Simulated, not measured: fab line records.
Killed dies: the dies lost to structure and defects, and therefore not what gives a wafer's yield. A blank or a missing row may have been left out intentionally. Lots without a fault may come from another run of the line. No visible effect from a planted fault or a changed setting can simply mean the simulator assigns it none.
Lot-split experiment | flow n5 finfet | 21 wafers read across 7 lots, on a route 1938 steps long

== ON THE SPLIT ==
At N5_BEOL_M6_EXPOSE_25 (exposes mask V5, target cd 40 nm), the setting dose mj was moved away from the recipe's 45 on 6 of the 21 wafers read, by -2.9% to +5.5%. All remaining wafers had this setting at the recipe value.

== FROM THE SPLIT TO THE READING: what the file shows between them, 2 steps ==
- N5_BEOL_M6_PEB_26: peb time 60 s
- N5_BEOL_M6_DEVELOP_27: develop time 30 s

== THE READING ==
cd nm at N5_BEOL_M6_CD_MEAS_28, given in nm (cd target 40 nm). On this fab line, fault-free wafers typically give 39.96 nm with a standard deviation of 0.19 nm.

wafer  | tool, chamber at the split | dose mj as run | against the recipe | cd nm, nm | against lot-mates on the recipe
L078.2 | euv scanner-02, 0          | 45             | recipe             | 39.89     | -
L078.3 | euv scanner-02, 0          | 45             | recipe             | 39.77     | -
L078.5 | euv scanner-02, 0          | 45             | recipe             | 39.59     | -
L085.1 | euv scanner-01, 0          | 45             | recipe             | 39.66     | -
L085.4 | euv scanner-01, 0          | 45             | recipe             | 39.74     | -
L085.5 | euv scanner-01, 0          | 45             | recipe             | 40.07     | -
L086.1 | euv scanner-02, 0          | 45             | recipe             | 39.89     | -
L086.5 | euv scanner-02, 0          | 47.48          | +5.5%              | 41.15     | +1.26
L086.6 | euv scanner-02, 0          | 47.48          | +5.5%              | 41.30     | +1.41
L092.1 | euv scanner-01, 0          | 43.68          | -2.9%              | 39.38     | -0.53
L092.4 | euv scanner-01, 0          | 45             | recipe             | 39.91     | -
L092.6 | euv scanner-01, 0          | 43.68          | -2.9%              | 38.81     | -1.10
L093.2 | euv scanner-01, 0          | 46.97          | +4.4%              | 40.84     | +0.84
L093.4 | euv scanner-01, 0          | 45             | recipe             | 40.00     | -
L093.6 | euv scanner-01, 0          | 46.97          | +4.4%              | 40.84     | +0.84
L094.2 | euv scanner-01, 0          | 45             | recipe             | 39.78     | -
L094.3 | euv scanner-01, 0          | 45             | recipe             | 39.97     | -
L094.6 | euv scanner-01, 0          | 45             | recipe             | 40.00     | -
L096.1 | euv scanner-01, 0          | 45             | recipe             | 39.78     | -
L096.2 | euv scanner-01, 0          | 45             | recipe             | 39.95     | -
L096.3 | euv scanner-01, 0          | 45             | recipe             | 39.88     | -

THE FIT
A straight line over all 21 wafers: cd nm changes by +0.243 nm for each +1% of dose mj; r = +0.97; the points scatter about the line by 0.15 nm.
The same after taking each lot's own level away (the mean of its wafers on the recipe; 21 wafers): +0.234 nm for each +1%; r = +0.96; scatter 0.15 nm.
On that fit, the largest move of dose mj shifts the reading by 1.3 nm.
The span of the lots' own levels, 39.750 to 40.000 nm, comes to 1.3 times the standard deviation stated above.
The two slopes agree, so the slope changes little with the lot-to-lot level.
Check: with one of the wafers moved furthest among these (+5.5%) left out of the fit, the line predicts +1.27 nm for it against its lot-mates. It came out at +1.26 nm against them.

== FURTHER SPLITS ON THESE WAFERS ==
Note: prior to the reading, these wafers also went through further splits. Each is held against what the fit with the lots' levels taken away leaves over:
other split on the same wafers | wafers away from the commonest value | r with cd nm (lot level and that fit taken away)
N5_BEOL_M5_EXPOSE_25 dose mj   | 5                                    | +0.15

== THE WHOLE CHAIN: every reading that the file lists as answering this split, in the file's order ==
step                  | what it does                                                | reading                                                        | change (the file's fit)               | r (the file's)
N5_BEOL_M6_CD_MEAS_28 | target cd 40 nm                                             | cd nm                                                          | +0.231 nm for each +1% of the setting | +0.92
N5_BEOL_M6_DESCUM_33  | chemistry O2, time 7 s                                      | BEOL_M6.cd nm (the simulator's own value, which no gauge read) | +0.224 nm for each +1% of the setting | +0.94
N5_BEOL_M6_ETCH_72    | etches underlayer in N2/H2, target depth 6.5 nm, time 5.2 s | BEOL_M6.cd nm (the simulator's own value, which no gauge read) | +0.215 nm for each +1% of the setting | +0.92

== THE FILE'S OWN FIT ==
cd nm changes by +0.231 nm for each +1% of dose mj, r = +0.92.
